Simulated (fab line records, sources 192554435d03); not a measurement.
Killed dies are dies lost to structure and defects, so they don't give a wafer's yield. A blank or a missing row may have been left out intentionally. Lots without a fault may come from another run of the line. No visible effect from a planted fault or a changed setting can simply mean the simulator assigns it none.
Split-lot experiment    flow n5_finfet    21 wafers read across 7 lots, on a route 1938 steps long

## THE SPLIT
At N5_BEOL_M3_TRENCH_ETCH_37 (etches SiOC in C4F6/O2, target depth 55.555 nm, time 29.2 s), the setting time_s was moved away from the recipe's 29.2 s on 7 of the 21 wafers read, by -14.2% to +12.0%. This setting was run at the recipe's value on the other wafers.

## FROM THE SPLIT TO THE READING: what the file shows between them, 2 steps
- N5_BEOL_M3_ETCH_41: etches SiCN in CH3F/O2, target depth 29.9 nm, time 52.5 s
- N5_BEOL_M3_STRIP_97: strips in N2/H2, time 10 s

## THE READING
trench_depth_nm, in nm, at N5_BEOL_M3_OCD_MEAS_38. Typical for fault-free wafers on this fab line: 55.1 nm, with standard deviation 1.1 nm.

wafer   tool, chamber at the split  time_s as run, s  against the recipe  trench_depth_nm, nm  against lot-mates on the recipe
L079.2  rie_diel-04, 1              29.2              recipe              55.7                 -
L079.3  rie_diel-04, 2              29.2              recipe              53.9                 -
L079.4  rie_diel-04, 3              29.2              recipe              54.4                 -
L081.3  rie_diel-06, 0              29.2              recipe              55.2                 -
L081.5  rie_diel-06, 0              29.2              recipe              55.3                 -
L081.6  rie_diel-06, 2              26.08             -10.7%              48.4                 -6.9
L085.1  rie_diel-06, 3              29.2              recipe              55.9                 -
L085.4  rie_diel-06, 0              32.7              +12.0%              61.6                 +5.6
L085.6  rie_diel-06, 3              29.2              recipe              56.2                 -
L088.2  rie_diel-02, 1              29.2              recipe              56.1                 -
L088.3  rie_diel-02, 3              31.99             +9.6%               62.6                 +6.5
L088.4  rie_diel-02, 0              31.99             +9.6%               61.4                 +5.3
L089.2  rie_diel-06, 3              29.2              recipe              55.0                 -
L089.5  rie_diel-06, 3              29.2              recipe              55.1                 -
L089.6  rie_diel-06, 0              31.66             +8.4%               58.5                 +3.5
L094.2  rie_diel-02, 3              29.2              recipe              56.1                 -
L094.3  rie_diel-02, 2              32.27             +10.5%              61.9                 +5.9
L094.4  rie_diel-02, 1              29.2              recipe              56.0                 -
L096.1  rie_diel-04, 3              29.2              recipe              54.4                 -
L096.2  rie_diel-04, 1              29.2              recipe              54.9                 -
L096.4  rie_diel-04, 0              25.05             -14.2%              47.2                 -7.4

THE FIT
A straight line over all 21 wafers: trench_depth_nm changes by +0.594 nm for each +1% of time_s; r = +0.98; the points scatter about the line by 0.87 nm.
The same after taking each lot's own level away (the mean of its wafers on the recipe; 21 wafers): +0.547 nm for each +1%; r = +0.99; scatter 0.6 nm.
That fit puts the effect of the largest move of time_s on the reading at 7.8 nm.
Across the lots, their own levels run from 54.65 to 56.10 nm, a range of 1.3 times the standard deviation given above.
The two slopes agree, so the slope changes little with the lot-to-lot level.
Check: -8.05 nm against its lot-mates is what the line predicts for one of the wafers moved furthest among these (-14.2%) when that wafer is left out of the fit. Against them it came out at -7.45 nm.

## ADDITIONAL SPLITS CARRIED BY THESE WAFERS
Other splits were also applied to these wafers ahead of the reading. Each is held against what the fit with the lots' levels taken away leaves over:
other split on the same wafers              wafers away from the commonest value  r with trench_depth_nm (lot level and that fit taken away)
N5_MOL_CONTACT_COAG_ETCH_47 over_etch_frac  11                                    +0.20
N5_BEOL_M0_SAQP_PECVD_03 time_s             6                                     +0.02
N5_BEOL_M0_SAQP_COAT_08 spin_rpm            8                                     -0.40
N5_BEOL_M0_ETCH_128 source_w                4                                     -0.03
N5_BEOL_M2_COAT_62 spin_rpm                 5                                     +0.21
N5_BEOL_M2_EXPOSE_08 dose_mj                4                                     -0.03
N5_BEOL_M2_SPUTTER_79 time_s                5                                     -0.19
N5_BEOL_M3_ETCH_70 bias_w                   7                                     -0.06

## THE WHOLE CHAIN: every reading that the file lists as answering this split, in the file's order
step                       what it does                                                 reading                                                                    change (the file's fit)                r (the file's)
N5_BEOL_M3_TRENCH_ETCH_37  etches SiOC in C4F6/O2, target depth 55.555 nm, time 29.2 s  etch.depth_nm (the simulator's own value, which no gauge read)             +0.533 nm for each +1% of the setting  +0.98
N5_BEOL_M3_TRENCH_ETCH_37  etches SiOC in C4F6/O2, target depth 55.555 nm, time 29.2 s  BEOL_M3.feature_depth_nm (the simulator's own value, which no gauge read)  +0.534 nm for each +1% of the setting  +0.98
N5_BEOL_M3_OCD_MEAS_38                                                                  trench_depth_nm                                                            +0.534 nm for each +1% of the setting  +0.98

## FILE'S OWN FIT
trench_depth_nm changes by +0.534 nm for each +1% of time_s, r = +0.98.
